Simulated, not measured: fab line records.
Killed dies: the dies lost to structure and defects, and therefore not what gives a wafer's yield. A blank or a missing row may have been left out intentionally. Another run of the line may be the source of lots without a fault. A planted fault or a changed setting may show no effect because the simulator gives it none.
fab line records    flow n5_finfet    part 2 of 2: steps 6 to 6 of 6
record: lots: 9  wafers: 27  last_day: 17
route steps=1938 shown SDB@356 HKMG_FIN@413 BEOL_M4@1111 PASSIVATION@1936
lots with no fault: from the same line, run without faults
start_h: hours from the record's opening day to when the first of the lot's shown wafers began    wait_h: hours elapsed since this lot's preceding step    " the same as in the row above    L1.1+2: several wafers, shown together as one row    - no value, or no start was given    * or withheld: withheld    < > ~ a bound
route shown NAME@n: NAME is a module with steps in the file, n the number in the route of the first one    usual: the fault-free wafers' mean and standard deviation    same: alike in all rows    chamber/n: place in a boat    sites: each site's reading    _std_site: standard deviation of those values    _edge_site: mean of outer sites minus mean of inner sites    radius_mm: for every site, how far away it sits from the centre of the wafer    mask NAME#n: copy n    behind: the most recent tool/chamber to have shaped the wafer    hold: the reason the lot was held/the length of the hold in hours/how it ended    device: whichever transistor did not switch (one of n, p or np)    end of line: tests run on the same wafers once the route is complete    for a step that has no rows: nothing shown but its recipe    killed: dies lost to structure and defects at the first sort, not the wafer's yield    map: dies across one wafer; x = killed, . = not, _ = none there
set.NAME: the setting that was run; set.NAME@STEP: the one run at that earlier step    model.NAME: the simulator's own value behind a step, which no gauge read
the route's steps for a sample of lots (tables are steps, rows are wafers)
services: when a tool's chamber went out of use (start_h, in hours from the record's first day, below 0 if earlier), for how many hours, and the reason
== steps ==
step: N5_PASSIVATION_PROBE_49
usual: defect_limited_yield: 91.3/1.5  killed_at_M0_to_M3: 33/12  killed_at_M4_up: 13/5.2  killed_at_contacts: 13/6.7  killed_at_front_end: 40/11  killed_at_other: 4.1/2.7  killed_dies: 103/17  killed_open: 69/13  killed_short: 33/8.4  sort_bin_4_leakage: 0/0  sort_bin_5_function: 5.1/1  sort_bin_6_memory: 3.2/0.62  sort_bin_8_speed: 0.00/0.014  sort_n_pass: 1077/17  sort_yield_pct: 91.3/1.5
same: gross_dies: 1180  killed_at_back_side: 0
lot.wafer  tool       chamber  start_h  wait_h  defect_limited_yield[%]  killed_at_M0_to_M3  killed_at_M4_up  killed_at_contacts  killed_at_front_end  killed_at_other  killed_dies  killed_open  killed_short  sort_bin_4_leakage[%]  sort_bin_5_function[%]  sort_bin_6_memory[%]  sort_bin_8_speed[%]  sort_n_pass  sort_yield_pct[%]
L234.1     prober-01  -        270.57   0.0     93.0                     30                  9                6                   36                   2                83           57           24            0                      4.3                     2.5                   0                    1097         93.0
L234.2     prober-01  -        270.62   0.1     93.2                     20                  5                15                  40                   0                80           62           18            0                      3.7                     3.0                   0                    1100         93.2
L234.3     prober-01  -        270.67   0.1     91.4                     27                  9                10                  48                   8                102          72           26            0                      5.0                     3.4                   0                    1078         91.4
L235.1     prober-01  -        274.66   0.0     91.4                     27                  5                5                   61                   4                102          72           28            0                      5.3                     3.1                   0                    1078         91.4
L235.3     prober-01  -        274.76   0.1     91.4                     30                  4                16                  51                   1                102          67           31            0                      5.3                     3.2                   0                    1078         91.4
L235.5     prober-01  -        274.86   0.2     92.5                     33                  12               10                  32                   1                88           65           22            0                      4.5                     2.8                   0                    1092         92.5
L236.1     prober-02  -        297.92   0.0     90.8                     15                  8                20                  55                   10               108          64           40            0                      5.8                     3.0                   0                    1072         90.8
L236.4     prober-02  -        298.07   0.2     91.0                     26                  15               8                   54                   3                106          60           44            0                      5.7                     2.8                   0                    1074         91.0
L236.5     prober-02  -        298.12   0.2     91.1                     19                  10               17                  49                   10               105          68           37            0                      5.6                     2.9                   0                    1075         91.1
L240.2     prober-02  -        315.25   0.1     93.5                     18                  16               12                  25                   6                77           47           29            93.47                  3.4                     2.6                   0                    0            0
L240.3     prober-02  -        315.30   0.1     90.5                     57                  8                6                   35                   6                112          65           47            90.51                  5.8                     3.2                   0                    0            0
L240.6     prober-02  -        315.45   0.3     89.6                     42                  18               3                   54                   6                123          67           54            89.58                  5.8                     4.2                   0                    0            0
L242.2     prober-02  -        319.40   0.1     90.8                     23                  14               12                  57                   3                109          74           35            90.51                  5.6                     3.1                   0.25                 0            0
L242.3     prober-02  -        319.45   0.1     89.6                     46                  17               13                  46                   1                123          83           37            89.49                  7.1                     3.2                   0.08                 0            0
L242.5     prober-02  -        319.55   0.2     92.7                     15                  6                11                  52                   2                86           56           30            92.71                  4.9                     2.1                   0                    0            0
L252.1     prober-01  -        390.72   0.0     88.0                     61                  15               10                  54                   2                142          108          32            0                      7.4                     4.3                   0                    1038         88.0
L252.2     prober-01  -        390.77   0.1     91.3                     37                  14               10                  39                   3                103          69           34            0                      5.6                     2.8                   0                    1077         91.3
L252.4     prober-01  -        390.87   0.2     91.9                     31                  10               5                   44                   5                95           66           28            0                      4.7                     3.1                   0                    1085         91.9
L253.3     prober-01  -        395.10   0.1     93.6                     16                  6                12                  40                   1                75           54           18            0                      3.8                     2.5                   0                    1105         93.6
L253.5     prober-01  -        395.20   0.2     93.0                     23                  10               17                  21                   12               83           56           27            0                      4.3                     2.5                   0                    1097         93.0
L253.6     prober-01  -        395.25   0.3     90.9                     18                  19               20                  44                   6                107          69           35            0                      5.2                     3.6                   0                    1073         90.9
L255.1     prober-02  -        396.43   0.0     91.9                     24                  12               4                   50                   6                96           47           45            0                      4.8                     3.1                   0                    1084         91.9
L255.2     prober-02  -        396.48   0.1     92.7                     37                  9                5                   30                   5                86           52           32            0                      4.2                     3.0                   0                    1094         92.7
L255.4     prober-02  -        396.58   0.2     89.1                     60                  12               7                   48                   2                129          68           58            0                      6.8                     3.7                   0                    1051         89.1
L257.1     prober-02  -        410.63   0.0     90.3                     41                  15               25                  33                   1                115          85           30            0                      5.2                     3.6                   0                    1065         90.3
L257.2     prober-02  -        410.68   0.1     92.4                     26                  20               14                  24                   6                90           61           29            0                      4.3                     2.8                   0                    1090         92.4
L257.6     prober-02  -        410.88   0.3     91.9                     28                  20               18                  28                   2                96           71           25            0                      5.1                     2.9                   0                    1084         91.9
killed by level:class
L234.1 FIN_SAQP:geometric_particle:open=12 BEOL_M1:geometric_particle:open=9 BEOL_M0_SAQP:geometric_particle:short=5 BEOL_M3:geometric_particle:open=5 BEOL_M4:geometric_particle:open=5 MOL_CONTACT_COAG:geometric_particle:open=4 FIN_SAQP:geometric_particle:short=3 GATE_CUT:geometric_particle:open=3
L234.2 MOL_CONTACT_COAG:geometric_particle:open=14 FIN_SAQP:geometric_particle:open=11 STI_FIN_REVEAL:geometric_particle:open=8 BEOL_M0_SAQP:geometric_particle:open=4 GATE_CUT:geometric_particle:open=4 BEOL_M0_SAQP:geometric_particle:short=4 FIN_SAQP:geometric_particle:short=3 ILD0:geometric_particle:open=3
L234.3 FIN_SAQP:geometric_particle:open=18 BEOL_M2:geometric_particle:open=8 MOL_CONTACT_COAG:geometric_particle:open=8 FIN_SAQP:geometric_particle:short=6 STI_FIN_REVEAL:geometric_particle:open=5 BEOL_M0_SAQP:geometric_particle:open=5 BEOL_M0:geometric_particle:open=4 BEOL_M3:geometric_particle:open=4
L235.1 FIN_SAQP:geometric_particle:open=27 FIN_SAQP:geometric_particle:short=13 STI_FIN_REVEAL:geometric_particle:open=7 BEOL_M3:geometric_particle:open=6 BEOL_M1:geometric_particle:open=6 BEOL_M2:geometric_particle:open=6 MOL_CONTACT_COAG:geometric_particle:open=4 GATE_CUT:geometric_particle:open=3
L235.3 FIN_SAQP:geometric_particle:open=26 BEOL_M3:geometric_particle:open=12 FIN_SAQP:geometric_particle:short=9 MOL_CONTACT_COAG:geometric_particle:open=9 MOL_CONTACT_COAG:geometric_particle:short=7 BEOL_M2:geometric_particle:open=6 BEOL_M2:geometric_particle:short=4 STI_FIN_REVEAL:geometric_particle:short=3
L235.5 BEOL_M2:geometric_particle:open=16 FIN_SAQP:geometric_particle:open=9 BEOL_M3:geometric_particle:open=8 MOL_CONTACT_COAG:geometric_particle:open=7 STI_FIN_REVEAL:geometric_particle:open=5 BEOL_M1:geometric_particle:open=4 FIN_SAQP:geometric_particle:short=3 MOL_CONTACT_COAG:geometric_particle:short=3
L236.1 FIN_SAQP:geometric_particle:open=17 MOL_CONTACT_COAG:geometric_particle:open=16 FIN_SAQP:geometric_particle:short=11 GATE_CUT:geometric_particle:short=9 STI_FIN_REVEAL:geometric_particle:open=5 BEOL_M0_SAQP:geometric_particle:open=5 MOL_CONTACT_COAG:geometric_particle:short=4 BEOL_M5:geometric_particle:open=4
L236.4 FIN_SAQP:geometric_particle:open=14 FIN_SAQP:geometric_particle:short=13 GATE_CUT:geometric_particle:short=9 STI_FIN_REVEAL:geometric_particle:open=7 MOL_CONTACT_COAG:geometric_particle:open=6 BEOL_M2:geometric_particle:open=5 BEOL_M3:geometric_particle:open=4 DUMMY_GATE:geometric_particle:open=3
L236.5 FIN_SAQP:geometric_particle:open=18 MOL_CONTACT_COAG:geometric_particle:open=14 STI_FIN_REVEAL:geometric_particle:open=7 BEOL_M0_SAQP:geometric_particle:open=7 GATE_CUT:geometric_particle:short=6 FIN_SAQP:geometric_particle:short=5 STI_FIN_REVEAL:geometric_particle:short=5 GATE_CUT:geometric_particle:open=3
L240.2 MOL_CONTACT_COAG:geometric_particle:open=11 BEOL_M0_SAQP:geometric_particle:short=7 DUMMY_GATE:geometric_particle:open=6 GATE_CUT:geometric_particle:short=6 STI_FIN_REVEAL:geometric_particle:open=4 BEOL_M0_SAQP:geometric_particle:open=4 BEOL_M1:geometric_particle:open=4 BEOL_M5:geometric_particle:open=4
L240.3 BEOL_M0_SAQP:geometric_particle:open=15 BEOL_M2:geometric_particle:open=13 BEOL_M0_SAQP:geometric_particle:short=10 FIN_SAQP:geometric_particle:short=9 FIN_SAQP:geometric_particle:open=7 STARTING-WAFER:geometric_particle:short=5 MOL_CONTACT_COAG:geometric_particle:open=4 BEOL_M1:geometric_particle:open=4
L240.6 FIN_SAQP:geometric_particle:short=20 BEOL_M0_SAQP:geometric_particle:short=12 FIN_SAQP:geometric_particle:open=10 BEOL_M1:geometric_particle:open=8 STI_FIN_REVEAL:geometric_particle:open=7 BEOL_M0_SAQP:geometric_particle:open=6 BEOL_M4:geometric_particle:open=6 BEOL_M2:geometric_particle:open=4
L242.2 FIN_SAQP:geometric_particle:open=23 FIN_SAQP:geometric_particle:short=12 MOL_CONTACT_COAG:geometric_particle:open=9 STI_FIN_REVEAL:geometric_particle:open=7 GATE_CUT:geometric_particle:short=5 BEOL_M0_SAQP:geometric_particle:open=5 BEOL_M0_SAQP:geometric_particle:short=5 DUMMY_GATE:geometric_particle:open=3
L242.3 FIN_SAQP:geometric_particle:short=16 BEOL_M0_SAQP:geometric_particle:open=12 BEOL_M3:geometric_particle:open=12 FIN_SAQP:geometric_particle:open=10 MOL_CONTACT_COAG:geometric_particle:open=9 STI_FIN_REVEAL:geometric_particle:open=8 BEOL_M2:geometric_particle:open=7 BEOL_M7:geometric_particle:open=5
L242.5 FIN_SAQP:geometric_particle:open=17 MOL_CONTACT_COAG:geometric_particle:open=11 STI_FIN_REVEAL:geometric_particle:open=8 GATE_CUT:geometric_particle:short=8 FIN_SAQP:geometric_particle:short=6 GATE_CUT:geometric_particle:open=3 BEOL_M0_SAQP:geometric_particle:short=3 BEOL_M1:geometric_particle:open=3
L252.1 STI_FIN_REVEAL:geometric_particle:open=22 BEOL_M3:geometric_particle:open=18 BEOL_M1:geometric_particle:open=11 FIN_SAQP:geometric_particle:open=10 BEOL_M2:geometric_particle:open=8 FIN_SAQP:geometric_particle:short=7 BEOL_M0_SAQP:geometric_particle:open=7 MOL_CONTACT_COAG:geometric_particle:open=6
L252.2 BEOL_M0_SAQP:geometric_particle:open=10 MOL_CONTACT_COAG:geometric_particle:open=10 BEOL_M0_SAQP:geometric_particle:short=10 FIN_SAQP:geometric_particle:short=8 STI_FIN_REVEAL:geometric_particle:open=7 BEOL_M2:geometric_particle:open=6 FIN_SAQP:geometric_particle:open=5 BEOL_M7:geometric_particle:open=4
L252.4 STI_FIN_REVEAL:geometric_particle:open=12 FIN_SAQP:geometric_particle:open=10 BEOL_M1:geometric_particle:open=10 FIN_SAQP:geometric_particle:short=6 BEOL_M0_SAQP:geometric_particle:short=6 BEOL_M0_SAQP:geometric_particle:open=6 MOL_CONTACT_COAG:geometric_particle:open=4 BEOL_M2:geometric_particle:open=4
L253.3 FIN_SAQP:geometric_particle:open=10 MOL_CONTACT_COAG:geometric_particle:open=10 GATE_CUT:geometric_particle:open=9 FIN_SAQP:geometric_particle:short=5 BEOL_M0_SAQP:geometric_particle:open=5 BEOL_M2:geometric_particle:open=4 STI_FIN_REVEAL:geometric_particle:open=3 DUMMY_GATE:geometric_particle:open=3
L253.5 MOL_CONTACT_COAG:geometric_particle:open=14 BEOL_M0_SAQP:geometric_particle:open=9 BEOL_M0_SAQP:geometric_particle:short=6 PASS1_CAP:geometric_particle:open=5 PASS1_CAP:geometric_particle:short=5 DUMMY_GATE:geometric_particle:open=4 ILD0:geometric_particle:open=4 BEOL_M4:geometric_particle:open=4
L253.6 MOL_CONTACT_COAG:geometric_particle:open=16 FIN_SAQP:geometric_particle:open=10 GATE_CUT:geometric_particle:short=7 BEOL_M2:geometric_particle:open=6 FIN_SAQP:geometric_particle:short=4 GATE_CUT:geometric_particle:open=4 BEOL_M4:geometric_particle:open=4 BEOL_M5:geometric_particle:open=4
L255.1 FIN_SAQP:geometric_particle:short=16 BEOL_M0_SAQP:geometric_particle:short=7 STI_FIN_REVEAL:geometric_particle:open=6 DUMMY_GATE:geometric_particle:open=6 BEOL_M1:geometric_particle:open=5 MOL_CONTACT_COAG:geometric_particle:open=4 BEOL_M0_SAQP:geometric_particle:open=4 BEOL_M2:geometric_particle:open=4
L255.2 BEOL_M0_SAQP:geometric_particle:open=11 FIN_SAQP:geometric_particle:short=9 BEOL_M0_SAQP:geometric_particle:short=9 BEOL_M1:geometric_particle:open=9 MOL_CONTACT_COAG:geometric_particle:open=5 FIN_SAQP:geometric_particle:open=3 SPACER0:geometric_particle:open=3 BEOL_M1:geometric_particle:short=3
L255.4 FIN_SAQP:geometric_particle:short=19 BEOL_M0_SAQP:geometric_particle:short=18 BEOL_M1:geometric_particle:open=12 FIN_SAQP:geometric_particle:open=10 BEOL_M0_SAQP:geometric_particle:open=9 BEOL_M4:geometric_particle:open=7 BEOL_M2:geometric_particle:open=5 STI_FIN_REVEAL:geometric_particle:open=4
L257.1 MOL_CONTACT_COAG:geometric_particle:open=21 FIN_SAQP:geometric_particle:open=19 BEOL_M3:geometric_particle:open=10 BEOL_M4:geometric_particle:open=10 FIN_SAQP:geometric_particle:short=7 BEOL_M2:geometric_particle:open=7 BEOL_M0_SAQP:geometric_particle:short=7 BEOL_M0_SAQP:geometric_particle:open=6
L257.2 MOL_CONTACT_COAG:geometric_particle:open=11 BEOL_M4:geometric_particle:open=10 FIN_SAQP:geometric_particle:open=9 BEOL_M3:geometric_particle:open=6 FIN_SAQP:geometric_particle:short=5 BEOL_M0_SAQP:geometric_particle:short=4 BEOL_M0_SAQP:geometric_particle:open=4 BEOL_M2:geometric_particle:open=4
L257.6 MOL_CONTACT_COAG:geometric_particle:open=16 BEOL_M4:geometric_particle:open=13 BEOL_M2:geometric_particle:open=10 DUMMY_GATE:geometric_particle:open=7 FIN_SAQP:geometric_particle:open=6 FIN_SAQP:geometric_particle:short=5 BEOL_M0:geometric_particle:open=5 BEOL_M1:geometric_particle:open=5
== services ==
tool               chamber  start_h  hours  kind
rie_diel-06        3        73.64    6.6    repair
rie_diel-05        2        80.74    5.5    repair
thermal_cvd_si-01  1        88.53    15.5   repair
thermal_cvd_si-02  -        102.19   6.0    pm
rie_diel-05        0        110.92   6.6    repair
rie_diel-06        1        116.06   7.0    repair
thermal_cvd_si-01  -        122.66   14.6   pm
thermal_cvd_si-02  -        123.35   0.4    repair
rie_diel-01        1        140.38   -      clean
rie_diel-01        1        140.38   -      consumable_replace:focus_ring
rie_diel-01        1        140.38   15.4   scheduled_down
rie_diel-01        1        140.38   15.4   vent_cycle
thermal_cvd_si-01  0        179.07   13.0   repair
thermal_cvd_si-02  -        191.78   0.5    repair
rie_diel-01        1        194.65   3.8    repair
rie_diel-05        1        208.51   1.2    repair
thermal_cvd_si-01  -        211.26   0.6    repair
rie_diel-05        0        212.49   -      clean
rie_diel-05        0        212.49   -      consumable_replace:focus_ring
rie_diel-05        0        212.49   26.6   scheduled_down
rie_diel-05        0        212.49   26.6   vent_cycle
== key ==
first_sign: step: N5_HKMG_FIN_CVD_62  reading: susceptor_temp_C  direction: up  sigmas: 53  usual: *  struck: *
effect: step: N5_BEOL_M4_RC_MEAS_101  reading: VT_N_LONG  direction: up  sigmas: 58  usual: 274.6  struck: 405.8
effect: step: N5_BEOL_M4_RC_MEAS_101  reading: IOFF_P_LIN  direction: up  sigmas: 49  usual: 0.100  struck: 0.809
effect: step: N5_BEOL_M4_RC_MEAS_101  reading: VT_N  direction: up  sigmas: 42  usual: 250  struck: 384
effect: step: N5_BEOL_M4_RC_MEAS_101  reading: VT_N_LVT  direction: up  sigmas: 40  usual: 99  struck: 232
effect: step: N5_BEOL_M4_RC_MEAS_101  reading: IOFF_P  direction: up  sigmas: 40  usual: 0.21  struck: 1.70
effect: step: N5_BEOL_M4_RC_MEAS_101  reading: IOFF_P_85C  direction: up  sigmas: 32  usual: 3.6  struck: 20.9
effect: step: N5_BEOL_M4_RC_MEAS_101  reading: IOFF_P_LONG  direction: up  sigmas: 31  usual: 0.000108  struck: 0.000406
effect: step: N5_BEOL_M4_RC_MEAS_101  reading: ION_N  direction: down  sigmas: 26  usual: 673  struck: 387
effect: step: N5_BEOL_M4_RC_MEAS_101  reading: VT_P_LVT  direction: up  sigmas: 18  usual: -99  struck: -42
effect: step: N5_BEOL_M4_RC_MEAS_101  reading: VT_P  direction: up  sigmas: 16  usual: -250  struck: -193
effect: step: N5_BEOL_M4_RC_MEAS_101  reading: VT_P_LONG  direction: up  sigmas: 14  usual: -275  struck: -232
effect: step: N5_BEOL_M4_RC_MEAS_101  reading: IOFF_N_LONG  direction: down  sigmas: 11  usual: 5.5e-05  struck: 2.3e-05
effect: step: N5_PASSIVATION_PROBE_49  reading: sort_bin_4_leakage  direction: up  sigmas: 99+  usual: 0  struck: 91.05
met_at N5_HKMG_FIN_CVD_62
struck_lots L240,L242
not_acting_at N5_SDB_CD_MEAS_11,N5_SDB_DESCUM_16,N5_HKMG_FIN_OVL_MEAS_13
onset_between 78.68 114.31
fault: kind: process_parameter_drift  tool: thermal_cvd_si-02  chamber: -  onset_h: 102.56  steps: N5_HKMG_FIN_CVD_62  channel: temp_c  offset: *  shape: step  end_h: 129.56  stated: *
